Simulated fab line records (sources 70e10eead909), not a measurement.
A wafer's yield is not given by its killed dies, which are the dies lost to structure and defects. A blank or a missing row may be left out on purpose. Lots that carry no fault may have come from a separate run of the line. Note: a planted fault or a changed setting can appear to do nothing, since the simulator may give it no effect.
Which of the tools did it? || flow nandHarc || 72 wafers from 24 lots sampled at 4 of the route's 1302 steps

WHAT THE GAUGES SHOWED, per wafer
NHARC_A_CONTACT_CD_MEAS_80.
{"lot": "L074", "measured": "day 22 08:26", "on": "cdSem-01", "cdNm (nm)": "290.5 289.9 289.5"}
{"lot": "L076", "measured": "day 22 21:43", "on": "cdSem-02", "cdNm (nm)": "289.1 289.1 290.4"}
{"lot": "L077", "measured": "day 23 00:05", "on": "cdSem-02", "cdNm (nm)": "290.4 289.9 290.7"}
{"lot": "L075", "measured": "day 23 05:06", "on": "cdSem-01", "cdNm (nm)": "289.9 289.7 289.7"}
{"lot": "L078", "measured": "day 23 05:55", "on": "cdSem-01", "cdNm (nm)": "291.1 290.0 291.0"}
{"lot": "L079", "measured": "day 23 13:56", "on": "cdSem-03", "cdNm (nm)": "290.6 289.7 290.3"}
{"lot": "L080", "measured": "day 24 10:39", "on": "cdSem-02", "cdNm (nm)": "287.9 288.3 288.0"}
{"lot": "L082", "measured": "day 25 10:26", "on": "cdSem-03", "cdNm (nm)": "289.2 290.4 289.0"}
{"lot": "L081", "measured": "day 25 12:16", "on": "cdSem-02", "cdNm (nm)": "288.6 290.2 289.4"}
{"lot": "L085", "measured": "day 26 12:00", "on": "cdSem-02", "cdNm (nm)": "289.2 288.3 289.5"}
{"lot": "L084", "measured": "day 26 15:51", "on": "cdSem-01", "cdNm (nm)": "289.5 289.6 289.7"}
{"lot": "L083", "measured": "day 26 17:52", "on": "cdSem-02", "cdNm (nm)": "290.3 290.3 290.7"}
{"lot": "L086", "measured": "day 27 08:41", "on": "cdSem-02", "cdNm (nm)": "289.6 289.9 289.4"}
{"lot": "L087", "measured": "day 27 12:28", "on": "cdSem-02", "cdNm (nm)": "290.1 290.1 289.3"}
{"lot": "L088", "measured": "day 27 18:23", "on": "cdSem-01", "cdNm (nm)": "290.4 291.0 290.6"}
{"lot": "L089", "measured": "day 27 21:01", "on": "cdSem-03", "cdNm (nm)": "290.4 290.6 290.1"}
{"lot": "L090", "measured": "day 28 23:22", "on": "cdSem-01", "cdNm (nm)": "290.5 290.2 291.1"}
{"lot": "L092", "measured": "day 29 03:42", "on": "cdSem-02", "cdNm (nm)": "288.2 289.1 289.6"}
{"lot": "L091", "measured": "day 29 08:44", "on": "cdSem-01", "cdNm (nm)": "291.3 289.9 290.7"}
{"lot": "L093", "measured": "day 30 08:46", "on": "cdSem-01", "cdNm (nm)": "290.0 289.9 290.2"}
{"lot": "L094", "measured": "day 30 13:29", "on": "cdSem-02", "cdNm (nm)": "289.7 290.2 289.4"}
{"lot": "L095", "measured": "day 30 14:38", "on": "cdSem-01", "cdNm (nm)": "288.3 288.6 288.3"}
{"lot": "L096", "measured": "day 30 16:35", "on": "cdSem-02", "cdNm (nm)": "289.8 291.2 290.3"}
{"lot": "L097", "measured": "day 31 14:12", "on": "cdSem-01", "cdNm (nm)": "290.3 289.2 288.9"}

WHICH TOOL RAN EACH LOT (tool, then ch and the chambers of the sampled wafers, then the start)
{"lot": "L074", "NHARC_A_CONTACT_ETCH_78": "rieDiel-01 ch 1,2,3, day 22 05:51 or earlier", "NHARC_A_CONTACT_ETCH_124": "harCapEtch-03 ch 0,1, day 22 05:51", "NHARC_A_CONTACT_ETCH_131": "harCapEtch-03 ch 0,1, day 22 07:06"}
{"lot": "L076", "NHARC_A_CONTACT_ETCH_78": "rieDiel-01 ch 0,2,3, day 22 19:06 or earlier", "NHARC_A_CONTACT_ETCH_124": "harCapEtch-03 ch 0,1, day 22 19:06", "NHARC_A_CONTACT_ETCH_131": "harCapEtch-03 ch 0,1, day 22 20:21"}
{"lot": "L077", "NHARC_A_CONTACT_ETCH_78": "rieDiel-05 ch 0,1,3, day 22 21:32 or earlier", "NHARC_A_CONTACT_ETCH_124": "harCapEtch-02 ch 0,1, day 22 21:32", "NHARC_A_CONTACT_ETCH_131": "harCapEtch-02 ch 0,1, day 22 22:47"}
{"lot": "L075", "NHARC_A_CONTACT_ETCH_78": "rieDiel-12 ch 0,3, day 23 02:29 or earlier", "NHARC_A_CONTACT_ETCH_124": "harCapEtch-03 ch 0, day 23 02:29", "NHARC_A_CONTACT_ETCH_131": "harCapEtch-03 ch 0, day 23 03:44"}
{"lot": "L078", "NHARC_A_CONTACT_ETCH_78": "rieDiel-01 ch 1,2,3, day 23 03:05 or earlier", "NHARC_A_CONTACT_ETCH_124": "harCapEtch-02 ch 1, day 23 03:05", "NHARC_A_CONTACT_ETCH_131": "harCapEtch-02 ch 1, day 23 04:20"}
{"lot": "L079", "NHARC_A_CONTACT_ETCH_78": "rieDiel-01 ch 0,2,3, day 23 11:20 or earlier", "NHARC_A_CONTACT_ETCH_124": "harCapEtch-02 ch 0,1, day 23 11:20", "NHARC_A_CONTACT_ETCH_131": "harCapEtch-02 ch 0,1, day 23 12:36"}
{"lot": "L080", "NHARC_A_CONTACT_ETCH_78": "rieDiel-05 ch 0,2, day 24 05:15 or earlier", "NHARC_A_CONTACT_ETCH_124": "harCapEtch-03 ch 0,1, day 24 05:15", "NHARC_A_CONTACT_ETCH_131": "harCapEtch-03 ch 0,1, day 24 06:31"}
{"lot": "L082", "NHARC_A_CONTACT_ETCH_78": "rieDiel-01 ch 0,1,2, day 25 07:50 or earlier", "NHARC_A_CONTACT_ETCH_124": "harCapEtch-02 ch 0,1, day 25 07:50", "NHARC_A_CONTACT_ETCH_131": "harCapEtch-02 ch 0,1, day 25 09:05"}
{"lot": "L081", "NHARC_A_CONTACT_ETCH_78": "rieDiel-01 ch 0,1,3, day 25 09:38 or earlier", "NHARC_A_CONTACT_ETCH_124": "harCapEtch-01 ch 0,1, day 25 09:38", "NHARC_A_CONTACT_ETCH_131": "harCapEtch-01 ch 0,1, day 25 10:53"}
{"lot": "L085", "NHARC_A_CONTACT_ETCH_78": "rieDiel-01 ch 0,1,3, day 26 09:26 or earlier", "NHARC_A_CONTACT_ETCH_124": "harCapEtch-01 ch 0,1, day 26 09:26", "NHARC_A_CONTACT_ETCH_131": "harCapEtch-01 ch 0,1, day 26 10:41"}
{"lot": "L084", "NHARC_A_CONTACT_ETCH_78": "rieDiel-01 ch 0,1,2, day 26 13:14 or earlier", "NHARC_A_CONTACT_ETCH_124": "harCapEtch-01 ch 1, day 26 13:14", "NHARC_A_CONTACT_ETCH_131": "harCapEtch-01 ch 1, day 26 14:29"}
{"lot": "L083", "NHARC_A_CONTACT_ETCH_78": "rieDiel-12 ch 0,2,3, day 26 15:14 or earlier", "NHARC_A_CONTACT_ETCH_124": "harCapEtch-02 ch 0,1, day 26 15:14", "NHARC_A_CONTACT_ETCH_131": "harCapEtch-02 ch 0,1, day 26 16:30"}
{"lot": "L086", "NHARC_A_CONTACT_ETCH_78": "rieDiel-05 ch 2,3, day 27 06:03 or earlier", "NHARC_A_CONTACT_ETCH_124": "harCapEtch-02 ch 0,1, day 27 06:03", "NHARC_A_CONTACT_ETCH_131": "harCapEtch-02 ch 0,1, day 27 07:18"}
{"lot": "L087", "NHARC_A_CONTACT_ETCH_78": "rieDiel-01 ch 1,3, day 27 09:53 or earlier", "NHARC_A_CONTACT_ETCH_124": "harCapEtch-02 ch 0,1, day 27 09:53", "NHARC_A_CONTACT_ETCH_131": "harCapEtch-02 ch 0,1, day 27 11:08"}
{"lot": "L088", "NHARC_A_CONTACT_ETCH_78": "rieDiel-01 ch 1,2,3, day 27 15:05 or earlier", "NHARC_A_CONTACT_ETCH_124": "harCapEtch-03 ch 0,1, day 27 15:05", "NHARC_A_CONTACT_ETCH_131": "harCapEtch-03 ch 0,1, day 27 16:46"}
{"lot": "L089", "NHARC_A_CONTACT_ETCH_78": "rieDiel-12 ch 0,1,3, day 27 18:27 or earlier", "NHARC_A_CONTACT_ETCH_124": "harCapEtch-01 ch 0,1, day 27 18:27", "NHARC_A_CONTACT_ETCH_131": "harCapEtch-01 ch 0,1, day 27 19:43"}
{"lot": "L090", "NHARC_A_CONTACT_ETCH_78": "rieDiel-01 ch 1,2,3, day 28 20:46 or earlier", "NHARC_A_CONTACT_ETCH_124": "harCapEtch-01 ch 0,1, day 28 20:46", "NHARC_A_CONTACT_ETCH_131": "harCapEtch-01 ch 0,1, day 28 22:02"}
{"lot": "L092", "NHARC_A_CONTACT_ETCH_78": "rieDiel-01 ch 0,2,3, day 29 01:05 or earlier", "NHARC_A_CONTACT_ETCH_124": "harCapEtch-03 ch 0,1, day 29 01:05", "NHARC_A_CONTACT_ETCH_131": "harCapEtch-03 ch 0,1, day 29 02:21"}
{"lot": "L091", "NHARC_A_CONTACT_ETCH_78": "rieDiel-05 ch 0,1,3, day 29 06:04 or earlier", "NHARC_A_CONTACT_ETCH_124": "harCapEtch-02 ch 0,1, day 29 06:04", "NHARC_A_CONTACT_ETCH_131": "harCapEtch-02 ch 0,1, day 29 07:20"}
{"lot": "L093", "NHARC_A_CONTACT_ETCH_78": "rieDiel-01 ch 0,2, day 30 06:08 or earlier", "NHARC_A_CONTACT_ETCH_124": "harCapEtch-03 ch 0,1, day 30 06:08", "NHARC_A_CONTACT_ETCH_131": "harCapEtch-03 ch 0,1, day 30 07:24"}
{"lot": "L094", "NHARC_A_CONTACT_ETCH_78": "rieDiel-01 ch 0,3, day 30 10:53 or earlier", "NHARC_A_CONTACT_ETCH_124": "harCapEtch-02 ch 0,1, day 30 10:53", "NHARC_A_CONTACT_ETCH_131": "harCapEtch-02 ch 0,1, day 30 12:08"}
{"lot": "L095", "NHARC_A_CONTACT_ETCH_78": "rieDiel-01 ch 0,1,3, day 30 12:04 or earlier", "NHARC_A_CONTACT_ETCH_124": "harCapEtch-01 ch 0,1, day 30 12:04", "NHARC_A_CONTACT_ETCH_131": "harCapEtch-01 ch 0,1, day 30 13:19"}
{"lot": "L096", "NHARC_A_CONTACT_ETCH_78": "rieDiel-01 ch 2,3, day 30 13:58 or earlier", "NHARC_A_CONTACT_ETCH_124": "harCapEtch-03 ch 0, day 30 13:58", "NHARC_A_CONTACT_ETCH_131": "harCapEtch-03 ch 0, day 30 15:13"}
{"lot": "L097", "NHARC_A_CONTACT_ETCH_78": "rieDiel-01 ch 0,1,3, day 31 11:38 or earlier", "NHARC_A_CONTACT_ETCH_124": "harCapEtch-03 ch 0,1, day 31 11:38", "NHARC_A_CONTACT_ETCH_131": "harCapEtch-03 ch 0,1, day 31 12:54"}
- NHARC_A_CONTACT_ETCH_78: etches the open film in O2/COS, target depth 5300 nm, time 1378 s.
- NHARC_A_CONTACT_ETCH_124: etches the open film in C4F8/O2/Ar, time 140 s, target depth 700 nm.
- NHARC_A_CONTACT_ETCH_131: etches the open film in C4F8/O2/Ar, time 197 s, target depth 1918 nm.

AS READ BY THE TOOLS THEMSELVES (means over the sampled wafers that have a number; for cases with no such wafer, the mark the record gives instead)
NHARC_A_CONTACT_ETCH_78.
{"lot": "L074", "tool": "rieDiel-01", "drypumpMotorCurrentA (A)": 5.7, "oesProductAu (a.u.)": 1.004, "rfVppV (V)": 315.0, "showerheadPlenumPTorr (Torr)": 3.23, "throttleValvePct (%)": 28.332}
{"lot": "L076", "tool": "rieDiel-01", "drypumpMotorCurrentA (A)": 5.8, "oesProductAu (a.u.)": 1.018, "rfVppV (V)": 314.8, "showerheadPlenumPTorr (Torr)": 3.20, "throttleValvePct (%)": 28.335}
{"lot": "L077", "tool": "rieDiel-05", "drypumpMotorCurrentA (A)": 5.8, "oesProductAu (a.u.)": 1.001, "rfVppV (V)": 314.6, "showerheadPlenumPTorr (Torr)": 3.12, "throttleValvePct (%)": 28.331}
{"lot": "L075", "tool": "rieDiel-12", "drypumpMotorCurrentA (A)": 5.4, "oesProductAu (a.u.)": 0.999, "rfVppV (V)": 314.2, "showerheadPlenumPTorr (Torr)": 3.14, "throttleValvePct (%)": 28.334}
{"lot": "L078", "tool": "rieDiel-01", "drypumpMotorCurrentA (A)": 5.7, "oesProductAu (a.u.)": 1.013, "rfVppV (V)": 314.9, "showerheadPlenumPTorr (Torr)": 3.22, "throttleValvePct (%)": 28.337}
{"lot": "L079", "tool": "rieDiel-01", "drypumpMotorCurrentA (A)": 5.7, "oesProductAu (a.u.)": 1.001, "rfVppV (V)": 316.2, "showerheadPlenumPTorr (Torr)": 3.20, "throttleValvePct (%)": 28.330}
{"lot": "L080", "tool": "rieDiel-05", "drypumpMotorCurrentA (A)": 5.7, "oesProductAu (a.u.)": 1.010, "rfVppV (V)": 313.5, "showerheadPlenumPTorr (Torr)": 3.11, "throttleValvePct (%)": 28.329}
{"lot": "L082", "tool": "rieDiel-01", "drypumpMotorCurrentA (A)": 5.6, "oesProductAu (a.u.)": 0.997, "rfVppV (V)": 315.8, "showerheadPlenumPTorr (Torr)": 3.23, "throttleValvePct (%)": 28.330}
{"lot": "L081", "tool": "rieDiel-01", "drypumpMotorCurrentA (A)": 5.3, "oesProductAu (a.u.)": 0.999, "rfVppV (V)": 314.9, "showerheadPlenumPTorr (Torr)": 3.19, "throttleValvePct (%)": 28.336}
{"lot": "L085", "tool": "rieDiel-01", "drypumpMotorCurrentA (A)": 5.3, "oesProductAu (a.u.)": 0.998, "rfVppV (V)": 315.7, "showerheadPlenumPTorr (Torr)": 3.18, "throttleValvePct (%)": 28.333}
{"lot": "L084", "tool": "rieDiel-01", "drypumpMotorCurrentA (A)": 5.6, "oesProductAu (a.u.)": 0.992, "rfVppV (V)": 315.5, "showerheadPlenumPTorr (Torr)": 3.23, "throttleValvePct (%)": 28.327}
{"lot": "L083", "tool": "rieDiel-12", "drypumpMotorCurrentA (A)": 5.5, "oesProductAu (a.u.)": 1.000, "rfVppV (V)": 314.8, "showerheadPlenumPTorr (Torr)": 3.14, "throttleValvePct (%)": 28.333}
{"lot": "L086", "tool": "rieDiel-05", "drypumpMotorCurrentA (A)": 5.7, "oesProductAu (a.u.)": 0.994, "rfVppV (V)": 315.6, "showerheadPlenumPTorr (Torr)": 3.23, "throttleValvePct (%)": 28.319}
{"lot": "L087", "tool": "rieDiel-01", "drypumpMotorCurrentA (A)": 5.2, "oesProductAu (a.u.)": 1.005, "rfVppV (V)": 314.6, "showerheadPlenumPTorr (Torr)": 3.20, "throttleValvePct (%)": 28.333}
{"lot": "L088", "tool": "rieDiel-01", "drypumpMotorCurrentA (A)": 5.6, "oesProductAu (a.u.)": 1.005, "rfVppV (V)": 315.7, "showerheadPlenumPTorr (Torr)": 3.22, "throttleValvePct (%)": 28.328}
{"lot": "L089", "tool": "rieDiel-12", "drypumpMotorCurrentA (A)": 5.8, "oesProductAu (a.u.)": 0.997, "rfVppV (V)": 314.2, "showerheadPlenumPTorr (Torr)": 3.10, "throttleValvePct (%)": 28.328}
{"lot": "L090", "tool": "rieDiel-01", "drypumpMotorCurrentA (A)": 5.7, "oesProductAu (a.u.)": 1.000, "rfVppV (V)": 315.5, "showerheadPlenumPTorr (Torr)": 3.21, "throttleValvePct (%)": 28.329}
{"lot": "L092", "tool": "rieDiel-01", "drypumpMotorCurrentA (A)": 5.8, "oesProductAu (a.u.)": 1.002, "rfVppV (V)": 315.5, "showerheadPlenumPTorr (Torr)": 3.19, "throttleValvePct (%)": 28.330}
{"lot": "L091", "tool": "rieDiel-05", "drypumpMotorCurrentA (A)": 5.8, "oesProductAu (a.u.)": 0.991, "rfVppV (V)": 313.7, "showerheadPlenumPTorr (Torr)": 3.10, "throttleValvePct (%)": 28.324}
{"lot": "L093", "tool": "rieDiel-01", "drypumpMotorCurrentA (A)": 5.7, "oesProductAu (a.u.)": 0.996, "rfVppV (V)": 315.5, "showerheadPlenumPTorr (Torr)": 3.20, "throttleValvePct (%)": 28.325}
{"lot": "L094", "tool": "rieDiel-01", "drypumpMotorCurrentA (A)": 5.5, "oesProductAu (a.u.)": 1.011, "rfVppV (V)": 314.0, "showerheadPlenumPTorr (Torr)": 3.14, "throttleValvePct (%)": 28.329}
{"lot": "L095", "tool": "rieDiel-01", "drypumpMotorCurrentA (A)": 5.3, "oesProductAu (a.u.)": 1.014, "rfVppV (V)": 314.7, "showerheadPlenumPTorr (Torr)": 3.17, "throttleValvePct (%)": 28.334}
{"lot": "L096", "tool": "rieDiel-01", "drypumpMotorCurrentA (A)": 5.8, "oesProductAu (a.u.)": 1.006, "rfVppV (V)": 316.1, "showerheadPlenumPTorr (Torr)": 3.17, "throttleValvePct (%)": 28.338}
{"lot": "L097", "tool": "rieDiel-01", "drypumpMotorCurrentA (A)": 5.3, "oesProductAu (a.u.)": 0.995, "rfVppV (V)": 315.6, "showerheadPlenumPTorr (Torr)": 3.17, "throttleValvePct (%)": 28.328}

THE ANSWER, worked out from the rows above alone
Rule: usual is defined by the lots themselves. Put in order of their means at a reading, lots are off if they are a third of the lots or fewer, leave a main group of 4 or more, and stand apart from it by a gap of 3 or more times the standard deviation of the main group's means; of several such gaps the widest counts. A main group is skipped when, at the precision printed for the reading in the tables above, its means are all equal. Also off: a lot with no number at a reading for which 4 or more lots have one. Any other lot the step has rows for is counted as sound. Order of review: gauges by route order, followed by the tools' own readings, for which a lot's mean as printed above is used. At the first step where some lot is off, the reading lying furthest off is the one used; lots without a number count as furthest.
Nothing can be told from this: no lot is off at any reading shown.

WHAT THE SIMULATOR HAD INSERTED
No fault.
